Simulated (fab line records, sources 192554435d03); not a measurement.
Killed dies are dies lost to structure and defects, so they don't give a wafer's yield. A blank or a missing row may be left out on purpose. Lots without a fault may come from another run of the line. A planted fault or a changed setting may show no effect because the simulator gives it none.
Chamber matching | flow n5_finfet | N5_BEOL_M6_PECVD_70 on pecvd-01: 3 sister chambers
The step deposits SiO2 from TEOS/O2, target thk 20 nm, time 22.7 s. 24 wafers are shown with their chamber, then 12 later ones without.

WAFERS WITH THEIR CHAMBER
wafer  | chamber | throttle_valve_pct (%) | heater_power_w (W) | showerhead_plenum_p_Torr (Torr)
L074.1 | 2       | 22.0                   | 505                | 8.80
L074.2 | 0       | 21.1                   | 541                | 8.84
L074.3 | 1       | 23.2                   | 928                | 8.74
L074.4 | 1       | 23.6                   | 963                | 8.75
L074.5 | 2       | 21.9                   | 516                | 8.81
L074.6 | 0       | 21.2                   | 535                | 8.83
L079.1 | 0       | 21.1                   | 616                | 8.85
L079.2 | 2       | 22.0                   | 533                | 8.79
L079.3 | 1       | 23.5                   | 872                | 8.76
L081.1 | 0       | 21.4                   | 655                | 8.83
L081.5 | 1       | 23.2                   | 769                | 8.78
L081.6 | 2       | 22.2                   | 635                | 8.79
L082.1 | 1       | 23.6                   | 835                | 8.74
L082.5 | 0       | 21.3                   | 617                | 8.82
L082.6 | 2       | 22.0                   | 524                | 8.78
L085.1 | 2       | 22.1                   | 566                | 8.82
L085.3 | 0       | 21.5                   | 584                | 8.81
L085.4 | 1       | 23.5                   | 901                | 8.77
L086.1 | 2       | 22.1                   | 620                | 8.78
L086.3 | 1       | 23.4                   | 860                | 8.78
L086.5 | 1       | 23.4                   | 870                | 8.76
L087.3 | 1       | 23.5                   | 873                | 8.76
L087.4 | 0       | 21.4                   | 606                | 8.84
L087.5 | 0       | 21.2                   | 602                | 8.83

SIGNATURES (means of the wafers above)
reading                  | chamber 0 | chamber 1 | chamber 2 | scatter within a chamber
throttle_valve_pct       | 21.275    | 23.433    | 22.043    | 0.137
heater_power_w           | 594.50    | 874.56    | 557.00    | 49.7
showerhead_plenum_p_Torr | 8.8313    | 8.7600    | 8.7957    | 0.0142
Rule: a wafer's distance from a chamber is the root of the sum, over the readings, of the square of ((its reading less the chamber's mean) divided by the reading's scatter). The wafer belongs to the nearest chamber; if the next one is less than 2 further off, it can't be placed. The scatter: the root of (the sum of the squares of (reading less its chamber's mean) over the shown wafers, divided by (wafers less chambers)).

WAFERS WITHOUT THEIR CHAMBER
wafer  | throttle_valve_pct (%) | heater_power_w (W) | showerhead_plenum_p_Torr (Torr)
L090.1 | 21.3                   | 629                | 8.82
L090.2 | 23.6                   | 964                | 8.77
L090.3 | 22.1                   | 569                | 8.80
L094.1 | 23.6                   | 971                | 8.77
L094.2 | 21.4                   | 631                | 8.83
L094.5 | 23.4                   | 959                | 8.74
L096.1 | 21.6                   | 637                | 8.83
L096.2 | 23.4                   | 950                | 8.76
L096.6 | 21.3                   | 662                | 8.82
L097.1 | 22.1                   | 610                | 8.82
L097.3 | 23.3                   | 985                | 8.75
L097.5 | 23.6                   | 943                | 8.76

WHICH CHAMBER EACH WENT THROUGH
wafer  | from the rows above     | in truth
L090.1 | 0                       | 0
L090.2 | 1                       | 1
L090.3 | 2                       | 2
L094.1 | 1                       | 1
L094.2 | 0                       | 0
L094.5 | 1                       | 1
L096.1 | can't be placed: 0 or 2 | 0
L096.2 | 1                       | 1
L096.6 | 0                       | 0
L097.1 | 2                       | 2
L097.3 | 1                       | 1
L097.5 | 1                       | 1
Placed correctly: 11 of 12. Can't be placed from these rows: 1 (the true chamber is among the candidates in 1). Placed wrongly: 0.
